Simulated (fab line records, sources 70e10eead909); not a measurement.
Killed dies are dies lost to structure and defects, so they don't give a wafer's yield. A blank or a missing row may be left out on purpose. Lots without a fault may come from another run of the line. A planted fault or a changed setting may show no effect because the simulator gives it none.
Chamber matching | flow nand_harc | NHARC_THIN_TSV_DEP_43 on pecvd-03: 3 sister chambers
The step deposits SiO2, target thk 1328.5 nm. 18 wafers are shown with their chamber, then 9 later ones without.

WAFERS WITH THEIR CHAMBER
wafer  | chamber | throttle_valve_pct (%)
L459.2 | 0       | 16.7
L459.3 | 2       | 15.6
L459.6 | 0       | 16.5
L458.1 | 2       | 15.6
L458.3 | 1       | 16.5
L458.6 | 1       | 16.6
L465.1 | 2       | 15.3
L465.3 | 1       | 16.7
L465.4 | 0       | 16.8
L468.3 | 0       | 16.3
L468.5 | 1       | 16.5
L468.6 | 0       | 16.8
L470.1 | 2       | 15.3
L470.4 | 2       | 15.8
L470.6 | 1       | 16.5
L476.1 | 1       | 16.8
L476.5 | 0       | 16.7
L476.6 | 1       | 16.6

SIGNATURES (means of the wafers above)
reading            | chamber 0 | chamber 1 | chamber 2 | scatter within a chamber
throttle_valve_pct | 16.633    | 16.600    | 15.520    | 0.175
Rule: a wafer's distance from a chamber is the root of the sum, over the readings, of the square of ((its reading less the chamber's mean) divided by the reading's scatter). The wafer belongs to the nearest chamber; if the next one is less than 2 further off, it can't be placed. The scatter: the root of (the sum of the squares of (reading less its chamber's mean) over the shown wafers, divided by (wafers less chambers)).

WAFERS WITHOUT THEIR CHAMBER
wafer  | throttle_valve_pct (%)
L478.3 | 15.7
L478.4 | 16.6
L478.6 | 16.6
L479.1 | 15.8
L479.2 | 17.0
L479.6 | 17.0
L481.1 | 15.5
L481.3 | 16.7
L481.6 | 15.5

WHICH CHAMBER EACH WENT THROUGH
wafer  | from the rows above     | in truth
L478.3 | 2                       | 2
L478.4 | can't be placed: 1 or 0 | 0
L478.6 | can't be placed: 1 or 0 | 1
L479.1 | 2                       | 2
L479.2 | can't be placed: 0 or 1 | 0
L479.6 | can't be placed: 0 or 1 | 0
L481.1 | 2                       | 2
L481.3 | can't be placed: 0 or 1 | 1
L481.6 | 2                       | 2
Placed correctly: 4 of 9. Can't be placed from these rows: 5 (the true chamber is among the candidates in 5). Placed wrongly: 0.
